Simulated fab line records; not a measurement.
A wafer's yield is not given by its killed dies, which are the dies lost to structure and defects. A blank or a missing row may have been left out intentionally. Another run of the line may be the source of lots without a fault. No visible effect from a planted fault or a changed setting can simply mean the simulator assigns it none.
Split-lot study || flow n5 finfet || 21 wafers read across 7 lots, on a route 1938 steps long

== THE SPLIT ITSELF ==
At N5_SD_EPI_N_EPI_21 (deposits Si:P, time 690 s), the setting epi growth time s was moved away from the recipe's 690 s on 6 of the 21 wafers read, by -10.1% to +3.0%. The other wafers ran this setting at the recipe's value.

== FROM THE SPLIT TO THE READING: what the file shows between them, 3 steps ==
- N5_SD_EPI_N_PRECLEAN_24: cleans in O3/DIW, time 60 s
- N5_SD_ACTIVATION_RTA_00: time 0 s
- N5_SD_ACTIVATION_LSA_01: time 0.0008 s

== THE READING ==
Measured at N5_SD_ACTIVATION_RS_MEAS_03 by four-point probe: RS_SD_N, in ohm/sq. On this fab line, fault-free wafers typically give 21.9 ohm/sq with a standard deviation of 0.3 ohm/sq.

{"wafer": "L074.1", "tool, chamber at the split": "epi rpcvd-01, 0", "epi growth time s as run, s": 690, "against the recipe": "recipe", "RS_SD_N, ohm/sq": 22.2, "against lot-mates on the recipe": "-"}
{"wafer": "L074.5", "tool, chamber at the split": "epi rpcvd-01, 0", "epi growth time s as run, s": 690, "against the recipe": "recipe", "RS_SD_N, ohm/sq": 22.2, "against lot-mates on the recipe": "-"}
{"wafer": "L074.6", "tool, chamber at the split": "epi rpcvd-01, 0", "epi growth time s as run, s": 690, "against the recipe": "recipe", "RS_SD_N, ohm/sq": 22.2, "against lot-mates on the recipe": "-"}
{"wafer": "L076.1", "tool, chamber at the split": "epi rpcvd-04, 0", "epi growth time s as run, s": 690, "against the recipe": "recipe", "RS_SD_N, ohm/sq": 22.0, "against lot-mates on the recipe": "-"}
{"wafer": "L076.5", "tool, chamber at the split": "epi rpcvd-04, 0", "epi growth time s as run, s": 637.9, "against the recipe": "-7.6%", "RS_SD_N, ohm/sq": 23.3, "against lot-mates on the recipe": "+1.3"}
{"wafer": "L076.6", "tool, chamber at the split": "epi rpcvd-04, 0", "epi growth time s as run, s": 637.9, "against the recipe": "-7.6%", "RS_SD_N, ohm/sq": 23.3, "against lot-mates on the recipe": "+1.3"}
{"wafer": "L084.1", "tool, chamber at the split": "epi rpcvd-01, 0", "epi growth time s as run, s": 690, "against the recipe": "recipe", "RS_SD_N, ohm/sq": 21.6, "against lot-mates on the recipe": "-"}
{"wafer": "L084.3", "tool, chamber at the split": "epi rpcvd-01, 0", "epi growth time s as run, s": 690, "against the recipe": "recipe", "RS_SD_N, ohm/sq": 21.3, "against lot-mates on the recipe": "-"}
{"wafer": "L084.6", "tool, chamber at the split": "epi rpcvd-01, 0", "epi growth time s as run, s": 690, "against the recipe": "recipe", "RS_SD_N, ohm/sq": 21.6, "against lot-mates on the recipe": "-"}
{"wafer": "L085.1", "tool, chamber at the split": "epi rpcvd-01, 0", "epi growth time s as run, s": 711, "against the recipe": "+3.0%", "RS_SD_N, ohm/sq": 21.7, "against lot-mates on the recipe": -0.3}
{"wafer": "L085.5", "tool, chamber at the split": "epi rpcvd-01, 0", "epi growth time s as run, s": 690, "against the recipe": "recipe", "RS_SD_N, ohm/sq": 21.7, "against lot-mates on the recipe": "-"}
{"wafer": "L085.6", "tool, chamber at the split": "epi rpcvd-01, 0", "epi growth time s as run, s": 690, "against the recipe": "recipe", "RS_SD_N, ohm/sq": 22.4, "against lot-mates on the recipe": "-"}
{"wafer": "L087.1", "tool, chamber at the split": "epi rpcvd-04, 0", "epi growth time s as run, s": 620, "against the recipe": "-10.1%", "RS_SD_N, ohm/sq": 22.8, "against lot-mates on the recipe": "+1.2"}
{"wafer": "L087.2", "tool, chamber at the split": "epi rpcvd-04, 0", "epi growth time s as run, s": 690, "against the recipe": "recipe", "RS_SD_N, ohm/sq": 21.6, "against lot-mates on the recipe": "-"}
{"wafer": "L087.3", "tool, chamber at the split": "epi rpcvd-04, 0", "epi growth time s as run, s": 620, "against the recipe": "-10.1%", "RS_SD_N, ohm/sq": 23.1, "against lot-mates on the recipe": "+1.5"}
{"wafer": "L089.4", "tool, chamber at the split": "epi rpcvd-02, 0", "epi growth time s as run, s": 690, "against the recipe": "recipe", "RS_SD_N, ohm/sq": 22.0, "against lot-mates on the recipe": "-"}
{"wafer": "L089.5", "tool, chamber at the split": "epi rpcvd-02, 0", "epi growth time s as run, s": 622.3, "against the recipe": "-9.8%", "RS_SD_N, ohm/sq": 23.3, "against lot-mates on the recipe": "+1.4"}
{"wafer": "L089.6", "tool, chamber at the split": "epi rpcvd-02, 0", "epi growth time s as run, s": 690, "against the recipe": "recipe", "RS_SD_N, ohm/sq": 21.7, "against lot-mates on the recipe": "-"}
{"wafer": "L094.2", "tool, chamber at the split": "epi rpcvd-04, 0", "epi growth time s as run, s": 690, "against the recipe": "recipe", "RS_SD_N, ohm/sq": 22.1, "against lot-mates on the recipe": "-"}
{"wafer": "L094.5", "tool, chamber at the split": "epi rpcvd-04, 0", "epi growth time s as run, s": 690, "against the recipe": "recipe", "RS_SD_N, ohm/sq": 21.9, "against lot-mates on the recipe": "-"}
{"wafer": "L094.6", "tool, chamber at the split": "epi rpcvd-04, 0", "epi growth time s as run, s": 690, "against the recipe": "recipe", "RS_SD_N, ohm/sq": 22.0, "against lot-mates on the recipe": "-"}

THE FIT
A straight line over all 21 wafers: RS_SD_N changes by -0.131 ohm/sq for each +1% of epi growth time s; r = -0.87; the points scatter about the line by 0.31 ohm/sq.
The same after taking each lot's own level away (the mean of its wafers on the recipe; 21 wafers): -0.145 ohm/sq for each +1%; r = -0.96; scatter 0.17 ohm/sq.
The reading moves by 1.5 ohm/sq for the largest change in epi growth time s, on that fit.
The span of the lots' own levels, 21.50 to 22.20 ohm/sq, comes to 2.3 times the standard deviation stated above.
So the lot-to-lot level changes the slope little: the two slopes agree.
Check: with one of the wafers moved furthest among these (-10.1%) left out of the fit, the line predicts +1.58 ohm/sq for it against its lot-mates. It came out at +1.2 ohm/sq against them.

== OTHER SPLITS ON THESE WAFERS ==
These wafers also went through other splits before the reading. Each is held against what the fit with the lots' levels taken away leaves over:
{"other split on the same wafers": "N5_SD_EPI_N_COAT_33 spin rpm", "wafers away from the commonest value": 7, "r with RS_SD_N (lot level and that fit taken away)": "+0.14"}
{"other split on the same wafers": "N5_SD_EPI_N_ETCH_35 time s", "wafers away from the commonest value": 3, "r with RS_SD_N (lot level and that fit taken away)": "+0.17"}
{"other split on the same wafers": "N5_SD_EPI_N_ETCH_45 target depth a", "wafers away from the commonest value": 8, "r with RS_SD_N (lot level and that fit taken away)": -0.03}

== THE WHOLE CHAIN: every reading that the file lists as answering this split, in the file's order ==
{"step": "N5_SD_EPI_N_EPI_21", "what it does": "deposits Si:P, time 690 s", "reading": "Si-P_of_SD_EPI_N_EPI_21.thk nm (the simulator's own value, which no gauge read)", "change (the file's fit)": "+0.382 nm for each +1% of the setting", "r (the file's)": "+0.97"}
{"step": "N5_SD_ACTIVATION_RS_MEAS_03", "what it does": "measures by four-point-probe", "reading": "RS_SD_N", "change (the file's fit)": "-0.147 for each +1% of the setting", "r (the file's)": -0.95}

== THE FILE'S OWN FIT ==
RS_SD_N changes by -0.147 ohm/sq for each +1% of epi growth time s, r = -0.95.
